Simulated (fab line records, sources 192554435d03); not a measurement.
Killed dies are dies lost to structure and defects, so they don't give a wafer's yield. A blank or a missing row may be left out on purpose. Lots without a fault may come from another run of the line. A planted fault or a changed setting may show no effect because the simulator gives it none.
fab line records | flow n5_finfet
record lots=6 wafers=18 last_day=17
route steps=1938 shown MOL_CONTACT_COAG@529 PASSIVATION@1936
lots that met no fault: from a run of the same line without faults
start_h: hours from the record's first day to the start of the lot's first wafer shown | wait_h: hours since the lot's step before | " the same as in the row above | L1.1+2: a row that stands for several wafers | - no value, or no start given | * or withheld: withheld | < > ~ a bound
route shown NAME@n: a module of which the file shows steps, and the number in the route of the first | usual: mean/standard deviation of fault-free wafers | same: alike in all rows | chamber/n: place in a boat | sites: the reading at each site | _std_site: their standard deviation | _edge_site: outer sites' mean less inner sites' | radius_mm: how far each site lies from the wafer's centre | mask NAME#n: copy n | behind: the tool/chamber that last shaped the wafer | hold: why the lot was held/for how many hours/how that ended | device: the transistor (n, p or np) that didn't switch | end of line: the same wafers' tests at the end of the route | a step without rows: its recipe alone | killed: dies lost to structure and defects at the first sort, not the wafer's yield | map: a wafer's dies, x killed, . not, _ none there
set.NAME: the setting as run; set.NAME@STEP: as run at that earlier step | model.NAME: the simulator's own value behind a step, which no gauge read
lots at some steps of the route; a table a step, a row a wafer
services: from which hour (start_h, from the record's first day; less than 0 if before it) a tool's chamber was out of use, for how many hours, and why
## steps
# step N5_MOL_CONTACT_COAG_DESCUM_13
# recipe chemistry=O2 time_s=7 source_power_w=50 bias_power_w=20 pressure_mtorr=20 rf_frequency_hz=2.712e+07 temp_c=40 resist=CAR-EUV o2_flow_sccm=225
# usual drypump_motor_current_A=5.3/0.47 oes_product_au=0.75/0.095 rf_vpp_V=242.9/1.4 showerhead_plenum_p_Torr=2.07/0.07 throttle_valve_pct=20.43/0.19
# columns lot.wafer tool chamber start_h wait_h drypump_motor_current_A oes_product_au rf_hours_counter_h rf_vpp_V showerhead_plenum_p_Torr throttle_valve_pct
L448.1 rie_diel-04 2 88.30 0.2 5.3 0.73 157 242.3 2.04 20.42
L448.2 " 1 " " 5.3 0.69 223 241.5 2.00 20.50
L448.6 " 2 " " 5.3 0.73 - 241.2 2.04 20.41
L455.1 rie_diel-01 3 130.66 0.3 4.9 0.69 226 243.6 2.08 20.36
L455.3 " 0 " " 4.9 0.68 247 243.7 2.05 20.40
L455.5 " 2 " " 6.3 0.70 - 242.1 2.05 20.40
L457.1 rie_diel-05 2 148.36 0.4 5.2 0.84 57 243.0 2.14 20.08
L457.2 " 1 " " 6.4 0.74 163 240.9 2.00 20.44
L457.4 " 0 " " 6.0 0.96 2 244.4 2.04 19.89
L459.2 rie_diel-01 1 153.14 0.0 4.7 0.73 187 244.3 2.16 20.52
L459.4 " 3 " " 4.9 0.67 - 242.2 2.08 20.38
L459.5 " 1 " " 4.7 0.73 - 243.5 2.16 20.51
L463.1 rie_diel-01 1 177.27 0.2 4.7 0.72 196 242.9 2.16 20.54
L463.3 " 2 " " 6.3 0.68 241 242.4 2.04 20.43
L463.4 " 3 " " 4.9 0.66 244 242.7 2.07 20.39
L470.1 rie_diel-04 2 222.44 0.0 5.3 0.70 212 242.5 2.02 20.50
L470.2 " 3 " " 4.9 0.68 221 243.4 2.14 20.67
L470.4 " 1 " " 5.3 0.91 20 245.4 2.24 20.31
# step N5_MOL_CONTACT_COAG_ETCH_59
# recipe chemistry=N2/H2 target=underlayer target_depth_a=130 mask_material=CAR-EUV time_s=10.4 ion_energy_ev=200 pressure_mtorr=30 source_w=840 bias_w=150 n2_flow_sccm=200 h2_flow_sccm=200 ends=cleared
# step N5_MOL_CONTACT_COAG_ETCH_105
# recipe chemistry=CF4 target=SiARC target_depth_a=156 mask_material=CAR-EUV time_s=26 ion_energy_ev=80 pressure_mtorr=40 source_w=545 bias_w=36 Ar_flow_sccm=100 cf4_flow_sccm=100 ends=cleared
# usual drypump_motor_current_A=5.3/0.46 etch_rf_on_time_s=26.4/0.71 oes_product_au=0.64/0.08 rf_vpp_V=183.8/1.2 showerhead_plenum_p_Torr=2.12/0.076 throttle_valve_pct=15.61/0.27
# columns lot.wafer tool chamber start_h wait_h drypump_motor_current_A etch_rf_on_time_s oes_product_au rf_hours_counter_h rf_vpp_V showerhead_plenum_p_Torr throttle_valve_pct
L448.1 rie_diel-04 2 88.36 0.0 5.3 26.0 0.63 157 183.2 2.06 15.35
L448.2 " 1 " " 5.4 27.0 0.58 223 182.1 2.02 15.60
L448.6 " 2 " " 5.3 26.1 0.63 - 182.8 2.06 15.36
L455.1 rie_diel-01 3 130.71 0.0 4.9 26.1 0.59 226 183.5 2.10 15.50
L455.3 " 0 " " 4.9 26.3 0.57 247 183.4 2.13 15.86
L455.5 " 2 " " 6.3 27.2 0.57 - 183.7 2.10 15.72
L457.1 rie_diel-05 2 148.42 0.0 5.2 25.7 0.72 57 184.6 2.17 15.21
L457.2 " 1 " " 6.4 27.8 0.62 163 182.5 2.07 15.70
L457.4 " 0 " " 5.9 25.7 0.83 2 183.8 2.09 15.10
L459.2 rie_diel-01 1 153.19 0.0 4.7 26.2 0.63 187 186.4 2.21 15.72
L459.4 " 3 " " 4.8 26.9 0.57 - 182.8 2.10 15.49
L459.5 " 1 " " 4.7 26.4 0.63 - 185.0 2.21 15.72
L463.1 rie_diel-01 1 177.32 0.0 4.7 26.3 0.62 196 185.1 2.21 15.73
L463.3 " 2 " " 6.3 27.4 0.57 241 184.1 2.09 15.76
L463.4 " 3 " " 4.9 26.6 0.57 244 183.9 2.10 15.51
L470.1 rie_diel-04 2 222.49 0.0 5.3 26.0 0.60 212 184.2 2.04 15.48
L470.2 " 3 " " 4.9 27.4 0.57 221 184.4 2.22 16.02
L470.4 " 1 " " 5.4 26.6 0.76 20 183.9 2.25 15.25
# step N5_MOL_CONTACT_COAG_ETCH_106
# recipe chemistry=N2/H2 target=SOC target_depth_a=800 overetch_a=160 mask_material=SiARC temp_c=40 time_s=120 ion_energy_ev=200 pressure_mtorr=30 source_w=840 bias_w=150 n2_flow_sccm=200 h2_flow_sccm=200
# usual drypump_motor_current_A=5.3/0.47 oes_product_au=0.68/0.081 rf_vpp_V=523.1/2.8 showerhead_plenum_p_Torr=2.52/0.084 throttle_valve_pct=17.85/0.24
# columns lot.wafer tool chamber start_h wait_h drypump_motor_current_A oes_product_au rf_hours_counter_h rf_vpp_V showerhead_plenum_p_Torr throttle_valve_pct
L448.1 rie_diel-04 2 88.39 0.0 5.3 0.66 157 521.1 2.46 17.68
L448.2 " 1 " " 5.3 0.62 223 521.4 2.41 17.93
L448.6 " 2 " " 5.3 0.66 - 521.0 2.46 17.70
L455.1 rie_diel-01 3 130.74 0.0 4.9 0.62 226 524.2 2.52 17.74
L455.3 " 0 " " 4.9 0.61 247 521.9 2.48 17.74
L455.5 " 2 " " 6.3 0.61 - 521.4 2.52 18.00
L457.1 rie_diel-05 2 148.44 0.0 5.2 0.76 57 526.0 2.57 17.28
L457.2 " 1 " " 6.5 0.68 163 520.9 2.46 18.00
L457.4 " 0 " " 6.0 0.87 2 522.5 2.51 17.44
L459.2 rie_diel-01 1 153.22 0.0 4.7 0.65 187 526.2 2.63 17.90
L459.4 " 3 " " 4.9 0.61 - 522.1 2.52 17.76
L459.5 " 1 " " 4.8 0.65 - 525.6 2.63 17.90
L463.1 rie_diel-01 1 177.35 0.0 4.7 0.66 196 527.5 2.62 17.91
L463.3 " 2 " " 6.3 0.61 241 522.6 2.51 18.03
L463.4 " 3 " " 4.9 0.61 244 522.5 2.51 17.79
L470.1 rie_diel-04 2 222.52 0.0 5.3 0.63 212 521.2 2.44 17.80
L470.2 " 3 " " 4.9 0.62 221 525.5 2.60 18.07
L470.4 " 1 " " 5.3 0.81 20 530.2 2.70 17.65
# step N5_MOL_CONTACT_COAG_STRIP_107
# recipe chemistry=N2/H2 temp_c=40 n2_flow_sccm=200 h2_flow_sccm=200 rf_frequency_hz=6e+07
# step N5_MOL_CONTACT_COAG_STRIP_108
# recipe chemistry=N2/H2 temp_c=40 n2_flow_sccm=200 h2_flow_sccm=200 rf_frequency_hz=6e+07
# step N5_MOL_CONTACT_COAG_CONTACT_ETCH_14
# recipe chemistry=C4F6/O2 target=SiO2 target_depth_a=275 overetch_a=85 mask_material=SOC pressure_mtorr=30 source_w=370 bias_w=185 Ar_flow_sccm=300 C4F6_flow_sccm=16 O2_flow_sccm=10 time_s=20 ion_energy_ev=259.6
# usual drypump_motor_current_A=5.3/0.46 oes_f_703_au=0.74/0.088 oes_product_au=0.64/0.077 rf_vpp_V=692/3.5 showerhead_plenum_p_Torr=2.85/0.1 throttle_valve_pct=21.25/0.3
# columns lot.wafer tool chamber start_h wait_h drypump_motor_current_A oes_f_703_au oes_product_au rf_hours_counter_h rf_vpp_V showerhead_plenum_p_Torr throttle_valve_pct
L448.1 rie_diel-04 2 88.49 0.0 5.3 0.74 0.63 157 689 2.76 20.94
L448.2 " 1 " " 5.4 0.66 0.59 223 688 2.71 21.11
L448.6 " 2 " " 5.3 0.74 0.63 - 690 2.76 20.95
L455.1 rie_diel-01 3 130.84 0.0 4.8 0.69 0.59 226 692 2.81 20.92
L455.3 " 0 " " 4.9 0.65 0.58 247 691 2.85 21.41
L455.5 " 2 " " 6.3 0.66 0.59 - 692 2.83 21.27
L457.1 rie_diel-05 2 148.54 0.0 5.2 0.83 0.71 57 693 2.93 20.89
L457.2 " 1 " " 6.4 0.72 0.65 163 689 2.78 21.40
L457.4 " 0 " " 6.0 0.94 0.82 2 691 2.82 20.78
L459.2 rie_diel-01 1 153.32 0.0 4.7 0.76 0.62 187 696 2.98 21.41
L459.4 " 3 " " 4.9 0.68 0.58 - 692 2.81 20.91
L459.5 " 1 " " 4.7 0.74 0.63 - 697 2.98 21.41
L463.1 rie_diel-01 1 177.45 0.0 4.7 0.74 0.62 196 695 2.98 21.43
L463.3 " 2 " " 6.3 0.65 0.58 241 691 2.82 21.30
L463.4 " 3 " " 4.9 0.68 0.57 244 693 2.80 20.94
L470.1 rie_diel-04 2 222.62 0.0 5.3 0.70 0.59 213 687 2.74 21.02
L470.2 " 3 " " 4.8 0.67 0.58 221 695 2.98 21.72
L470.4 " 1 " " 5.3 0.87 0.77 20 699 3.03 20.90
# step N5_MOL_CONTACT_COAG_STRIP_109
# recipe chemistry=C4F6/O2 resist=SiARC rf_frequency_hz=6e+07
# step N5_MOL_CONTACT_COAG_ETCH_15
# recipe chemistry=CH3F/O2 target=SiNx target_depth_a=70 mask_material=SOC stop_on=Si:P over_etch_frac=0.75 ion_energy_ev=120 pressure_mtorr=30 source_w=395 bias_w=73 Ar_flow_sccm=150 CH3F_flow_sccm=30 O2_flow_sccm=20
# usual drypump_motor_current_A=5.3/0.47 oes_f_703_au=0.74/0.09 oes_product_au=0.55/0.066 rf_vpp_V=299/9.8 showerhead_plenum_p_Torr=1.98/0.074 throttle_valve_pct=16.32/0.27
# columns lot.wafer tool chamber start_h wait_h drypump_motor_current_A oes_f_703_au oes_product_au rf_hours_counter_h rf_vpp_V showerhead_plenum_p_Torr throttle_valve_pct
L448.1 rie_diel-04 2 88.52 0.0 5.3 0.74 0.54 157 287 1.91 16.07
L448.2 " 1 " " 5.3 0.66 0.50 223 303 1.88 16.27
L448.6 " 2 " " 5.3 0.74 0.54 - 288 1.91 16.06
L455.1 rie_diel-01 3 130.87 0.0 4.8 0.68 0.50 226 300 1.95 16.12
L455.3 " 0 " " 4.9 0.65 0.50 247 312 1.98 16.51
L455.5 " 2 " " 6.3 0.65 0.51 - 289 1.97 16.47
L457.1 rie_diel-05 2 148.58 0.0 5.2 0.82 0.62 57 299 2.03 15.93
L457.2 " 1 " " 6.4 0.73 0.56 163 299 1.92 16.41
L457.4 " 0 " " 6.0 0.96 0.71 2 302 1.95 15.82
L459.2 rie_diel-01 1 153.36 0.0 4.7 0.75 0.54 187 288 2.07 16.45
L459.4 " 3 " " 4.9 0.67 0.50 - 299 1.95 16.14
L459.5 " 1 " " 4.7 0.75 0.54 - 288 2.07 16.46
L463.1 rie_diel-01 1 177.48 0.0 4.7 0.75 0.53 196 289 2.07 16.45
L463.3 " 2 " " 6.3 0.64 0.50 241 290 1.96 16.49
L463.4 " 3 " " 4.9 0.67 0.50 244 300 1.95 16.16
L470.1 rie_diel-04 2 222.66 0.0 5.3 0.70 0.51 213 289 1.90 16.15
L470.2 " 3 " " 4.8 0.68 0.51 221 314 2.07 16.75
L470.4 " 1 " " 5.3 0.87 0.66 21 307 2.11 15.94
# step N5_MOL_CONTACT_COAG_ETCH_110
# recipe chemistry=CF4/O2 target=Si target_depth_a=25 time_s=8 pressure_mtorr=100 source_w=200 bias_w=12 ion_energy_ev=60 Ar_flow_sccm=100 cf4_flow_sccm=100 O2_flow_sccm=10
# step N5_MOL_CONTACT_COAG_STRIP_98
# recipe chemistry=N2/H2 power_w=500 temp_c=40 pressure_mtorr=50 rf_frequency_hz=6e+07 overash_fraction=0.3 bias_power_w=8 h2_frac=0.5 n2_flow_sccm=300 h2_flow_sccm=300
# step N5_MOL_CONTACT_COAG_CD_MEAS_99
# recipe target_cd_nm=17.2 polarity=opening
# usual cd_nm=17.1/0.41
# columns lot.wafer tool chamber start_h wait_h cd_nm
L448.1 cd_sem-01 - 88.70 - 17.0
L448.2 " - " " 17.2
L448.6 " - " " 17.5
L455.1 cd_sem-02 - 131.05 - 17.0
L455.3 " - " " 16.8
L455.5 " - " " 17.2
L457.1 cd_sem-02 - 148.76 - 16.6
L457.2 " - " " 16.9
L457.4 " - " " 17.6
L459.2 cd_sem-02 - 153.54 - 17.3
L459.4 " - " " 17.2
L459.5 " - " " 16.8
L463.1 cd_sem-03 - 177.66 - 17.3
L463.3 " - " " 17.1
L463.4 " - " " 16.9
L470.1 cd_sem-03 - 222.84 - 16.6
L470.2 " - " " 17.4
L470.4 " - " " 17.1
# step N5_MOL_CONTACT_COAG_IMPLANT_129
# recipe species=Ge energy_kev=3 dose_cm2=6e+14 tilt_deg=0 rotation_deg=0
# usual beam_energy_keV=3.0000/0.00093 end_station_pressure_torr=5.8e-06/3.4e-07 rotation_deg=-0.002/0.023 tilt_deg=-0.005/0.019
# columns lot.wafer tool chamber start_h wait_h beam_energy_keV end_station_pressure_torr rotation_deg tilt_deg model.implant.rp_nm model.implant.drp_nm
L448.1 implanter-01 0 88.73 0.0 3.0003 5.7e-06 -0.004 0.038 6.215 2.134
L448.2 " 0 " " 2.9992 6.1e-06 0.023 0.005 6.215 2.134
L448.6 " 0 " " 2.9992 5.6e-06 -0.002 -0.002 6.215 2.134
L455.1 implanter-02 0 131.09 0.0 3.0000 5.8e-06 -0.018 0.012 6.071 2.134
L455.3 " 0 " " 2.9991 6.3e-06 -0.019 -0.017 6.071 2.134
L455.5 " 0 " " 3.0013 6.1e-06 -0.036 0.011 6.071 2.134
L457.1 implanter-01 0 148.80 0.0 6.4926 9.5e-06 0.033 -0.009 9.75 3.461
L457.2 " 0 " " 6.4919 9.6e-06 0.004 0.003 9.75 3.461
L457.4 " 0 " " 6.4916 8.9e-06 0.006 0.009 9.75 3.461
L459.2 implanter-01 0 153.60 0.1 6.4908 9.3e-06 0.001 -0.031 9.362 3.461
L459.4 " 0 " " 6.4923 9.3e-06 -0.012 -0.046 9.362 3.461
L459.5 " 0 " " 6.4907 8.7e-06 -0.032 0.007 9.362 3.461
L463.1 implanter-02 0 177.70 0.0 2.9984 6.1e-06 -0.011 0.000 6.094 2.134
L463.3 " 0 " " 2.9987 5.7e-06 0.003 0.001 6.094 2.134
L463.4 " 0 " " 2.9993 6.4e-06 -0.022 0.037 6.094 2.134
L470.1 implanter-02 0 222.87 0.0 3.0007 5.3e-06 -0.038 -0.021 6.214 2.134
L470.2 " 0 " " 3.0018 5.6e-06 -0.016 -0.043 6.214 2.134
L470.4 " 0 " " 3.0009 5.9e-06 -0.031 -0.037 6.214 2.134
# step N5_MOL_CONTACT_COAG_PRECLEAN_111
# recipe chemistry=NF3:NH3 afs_cycles=1 temp_c=30 time_s=20 sublimation_temp_c=180 sublimation_time_s=60 pressure_torr=3 rf_power_w=30
# step N5_PASSIVATION_PROBE_49
# usual killed_at_M0_to_M3=35/11 killed_at_M4_up=13/5.7 killed_at_contacts=12/5.7 killed_at_front_end=40/11 killed_at_other=4/4.4 killed_dies=105/18 killed_open=68/14 killed_short=34/7.4
# same gross_dies=1180 killed_at_back_side=0
# columns lot.wafer tool chamber start_h wait_h killed_at_M0_to_M3 killed_at_M4_up killed_at_contacts killed_at_front_end killed_at_other killed_dies killed_open killed_short
L457.1 prober-02 - 319.57 0.0 29 11 4 41 1 86 57 26
L457.2 prober-02 - 319.62 0.1 20 18 8 39 17 102 62 24
L457.4 prober-02 - 319.72 0.2 23 8 17 33 283 364 58 22
# killed by level:class
L457.1 FIN_SAQP:geometric_particle:open=13 BEOL_M0_SAQP:geometric_particle:open=9 BEOL_M0_SAQP:geometric_particle:short=8 FIN_SAQP:geometric_particle:short=6 STI_FIN_REVEAL:geometric_particle:open=6 BEOL_M3:geometric_particle:open=5 BEOL_M5:geometric_particle:open=5 BEOL_M2:geometric_particle:open=4
L457.2 STI_FIN_REVEAL:geometric_particle:open=19 PASSIVATION:area_etch=16 BEOL_M4:geometric_particle:open=8 MOL_CONTACT_COAG:geometric_particle:open=5 BEOL_M2:geometric_particle:open=5 FIN_SAQP:geometric_particle:open=4 STI_FIN_REVEAL:geometric_particle:short=4 GATE_CUT:geometric_particle:open=4
L457.4 PASSIVATION:area_etch=282 MOL_CONTACT_COAG:geometric_particle:open=15 FIN_SAQP:geometric_particle:open=9 STI_FIN_REVEAL:geometric_particle:open=7 BEOL_M0_SAQP:geometric_particle:open=7 BEOL_M0_SAQP:geometric_particle:short=5 BEOL_M3:geometric_particle:open=4 STI_FIN_REVEAL:geometric_particle:short=3
## services
# columns tool chamber start_h hours kind
rie_diel-05 - 71.46 0.8 repair
rie_diel-01 - 102.19 4.3 pm
rie_diel-01 2 107.31 5.2 repair
implanter-01 - 110.27 3.6 pm
rie_diel-05 2 120.99 4.6 repair
implanter-01 - 130.23 5.2 repair
rie_diel-01 0 141.86 - clean
rie_diel-01 0 141.86 - consumable_replace:focus_ring
rie_diel-01 0 141.86 13.6 scheduled_down
rie_diel-01 0 141.86 13.6 vent_cycle
implanter-02 - 144.09 2.8 repair
implanter-01 - 150.60 2.9 repair
rie_diel-04 1 152.74 6.5 repair
rie_diel-04 1 165.36 - clean
rie_diel-04 1 165.36 - consumable_replace:focus_ring
implanter-02 - 195.14 3.3 repair
rie_diel-01 3 197.18 - clean
rie_diel-01 3 197.18 - consumable_replace:focus_ring
rie_diel-01 3 197.18 15.6 scheduled_down
rie_diel-01 3 197.18 15.6 vent_cycle
rie_diel-01 2 212.78 - clean
rie_diel-01 2 212.78 - consumable_replace:focus_ring
rie_diel-01 2 212.78 15.4 scheduled_down
rie_diel-01 2 212.78 15.4 vent_cycle
## key
first_sign step=N5_MOL_CONTACT_COAG_IMPLANT_129 reading=beam_energy_keV direction=up sigmas=99+ usual=3.0000 struck=6.4917
effect step=N5_MOL_CONTACT_COAG_IMPLANT_129 reading=end_station_pressure_torr direction=up sigmas=10 usual=5.8e-06 struck=9.2e-06
model_effect step=N5_MOL_CONTACT_COAG_IMPLANT_129 value=implant.rp_nm without=6.114 struck=9.556
met_at N5_MOL_CONTACT_COAG_IMPLANT_129
struck_wafers L457.1,L457.2,L457.4,L459.2,L459.4,L459.5
tester_left_out L457,L459
baseline_loss step=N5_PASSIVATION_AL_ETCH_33 wafers=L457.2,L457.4
baseline_loss step=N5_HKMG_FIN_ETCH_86 wafers=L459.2
onset_between 88.73 148.80
fault kind=process_parameter_drift tool=implanter-01 chamber=- onset_h=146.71 steps=N5_MOL_CONTACT_COAG_IMPLANT_129 channel=energy_kev offset=3.491 shape=step end_h=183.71 acts_in=these_recipes_only stated=3
# tester_left_out: of these lots the tester's yield and bins aren't shown, on N5 and GAA mostly nor the transistor test; their killed dies are dies lost to structure and defects alone, not to doping, threshold or leakage, so they don't give the yield
# baseline_loss: these wafers lose ten dies or more at that step, a loss of the line's own and not of a fault; the sort's usual values leave them out
